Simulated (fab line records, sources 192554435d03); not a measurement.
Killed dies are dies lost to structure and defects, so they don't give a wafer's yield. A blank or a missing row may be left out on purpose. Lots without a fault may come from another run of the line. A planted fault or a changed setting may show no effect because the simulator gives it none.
Problem report in the 8D (eight disciplines) form, filled by code | flow n5_finfet | the parts of the form that need people (team, actions taken, sign-off) are left out

1. THE PROBLEM
killed_at_M0_to_M3 at N5_PASSIVATION_PROBE_49 reads a mean of 139 on 1 wafer of 1 lot; wafers without a fault read 33 with a standard deviation of 9.9. That is +11 standard deviations from the usual mean.
First seen on wafer L332.5, day 17 22:58, on prober-02. The record holds 9 wafers of 3 lots with a number at this step. Rule for "out", or "out of limits": more than 4 standard deviations from the usual mean. The other wafers with a number count as sound.

2. WHAT IT IS AND WHAT IT IS NOT
question                    | is                                                                                                      | is not
which readings at this step | killed_at_M0_to_M3, defect_limited_yield, killed_dies, sort_bin_5_function, sort_n_pass, sort_yield_pct | killed_at_M4_up, killed_at_contacts, killed_at_front_end, killed_at_other, killed_open, killed_short, sort_bin_8_speed
which lots                  | L332                                                                                                    | L318, L323
which wafers of those lots  | L332.5                                                                                                  | L332.1, L332.6
read on which tools         | prober-02                                                                                               | prober-01
when                        | from day 17 22:58                                                                                       | up to then (7 sound wafers); but 1 sound wafer of L332 came after

3. SUSPECTS, AND WHAT RULES EACH OUT
Counting: a tool at a process step up to the reading stays a suspect if it ran every lot that is out. Sound lots after the first of them don't rule it out here, since some wafers of a struck lot are sound.
- pecvd-03 at N5_BEOL_M2_PECVD_72 (deposits SiO2 from TEOS/O2, target thk 16 nm, time 18 s): kept. It ran the lot that is out, L332 (day 11 11:35); its last sound lot up to then is L323 (day 9 16:59).
- rie_diel-06 at N5_MIM_BOT_ETCH_ETCH_04 (etches SiNx in CF4/O2, target depth 26 nm, time 13 s): kept. It ran the lot that is out, L332 (day 17 11:58).
- pecvd-04 at N5_PASSIVATION_PECVD_55 (deposits SiO2 from SiH4/N2O, target thk 400 nm, time 22.5 s): kept. It ran the lot that is out, L332 (day 17 12:47).
- pecvd-04 at N5_PASSIVATION_PECVD_01 (deposits SiNx from SiH4/NH3/N2, target thk 200 nm, time 43.2 s): kept. It ran the lot that is out, L332 (day 17 12:49).
- prober-02 at N5_PASSIVATION_PROBE_49: kept. It ran the lot that is out, L332 (day 17 22:46). Its own readings are out on those wafers: defect_limited_yield, killed_at_M0_to_M3, killed_dies, sort_bin_5_function, sort_n_pass, sort_yield_pct.
- Within pecvd-03 at N5_BEOL_M2_PECVD_72: the wafers that are out ran in chamber 2; their sound lot-mates ran in chamber 1.
- Within rie_diel-06 at N5_MIM_BOT_ETCH_ETCH_04: the wafers that are out ran in chamber 0; their sound lot-mates ran in chambers 1, 2.
- Within pecvd-04 at N5_PASSIVATION_PECVD_55: the wafers that are out ran in chamber 2; their sound lot-mates ran in chambers 0, 1.
- Within pecvd-04 at N5_PASSIVATION_PECVD_01: the wafers that are out ran in chamber 2; their sound lot-mates ran in chambers 0, 1.
Left after counting: pecvd-03 at N5_BEOL_M2_PECVD_72, rie_diel-06 at N5_MIM_BOT_ETCH_ETCH_04, pecvd-04 at N5_PASSIVATION_PECVD_55, pecvd-04 at N5_PASSIVATION_PECVD_01, prober-02 at N5_PASSIVATION_PROBE_49.

4. THE CAUSE (what the simulator had put in)
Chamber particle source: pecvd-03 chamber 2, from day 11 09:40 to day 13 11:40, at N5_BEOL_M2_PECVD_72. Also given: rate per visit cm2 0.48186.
Counting left 5 suspects, and this tool is among them.

5. THE CHAIN OF EFFECTS, in route order
Each row: a reading whose mean over the struck wafers that have a number lies more than 3 standard deviations from the usual. Only readings for which the record gives a usual standard deviation are gone through. hours: the time from each lot's start at the first step in this table that gives one to its start at this step, as a median over the lots. sigmas: the change in usual standard deviations.
hours | step                    | reading              | usual  | on struck wafers | change | sigmas
0     | N5_PASSIVATION_PROBE_49 | defect_limited_yield | 91.1 % | 81.9             | -9.2   | -6.1
0     | N5_PASSIVATION_PROBE_49 | killed_at_M0_to_M3   | 33     | 139              | +106   | +11
0     | N5_PASSIVATION_PROBE_49 | killed_dies          | 105    | 214              | +109   | +6.4
0     | N5_PASSIVATION_PROBE_49 | sort_bin_5_function  | 5.2 %  | 10.6             | +5.4   | +5.9
0     | N5_PASSIVATION_PROBE_49 | sort_n_pass          | 1075   | 966              | -109   | -6.4
0     | N5_PASSIVATION_PROBE_49 | sort_yield_pct       | 91.1 % | 81.9             | -9.2   | -6.1
The process steps in it:
- N5_PASSIVATION_PROBE_49

6. WHAT WOULD HAVE CAUGHT IT SOONER
In this record the first reading out of limits was taken at day 17 22:58, 157 hours after the fault began at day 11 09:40.
Of the tool readings at N5_BEOL_M2_PECVD_72 for which the record gives a usual standard deviation, none was out on any struck wafer, so an alarm limit of 4 standard deviations on them would not have fired.
All the lots that are out (1) had begun N5_BEOL_M2_PECVD_72 on pecvd-03 by day 17 22:58. A hold on the tool at that time would have spared none of them.
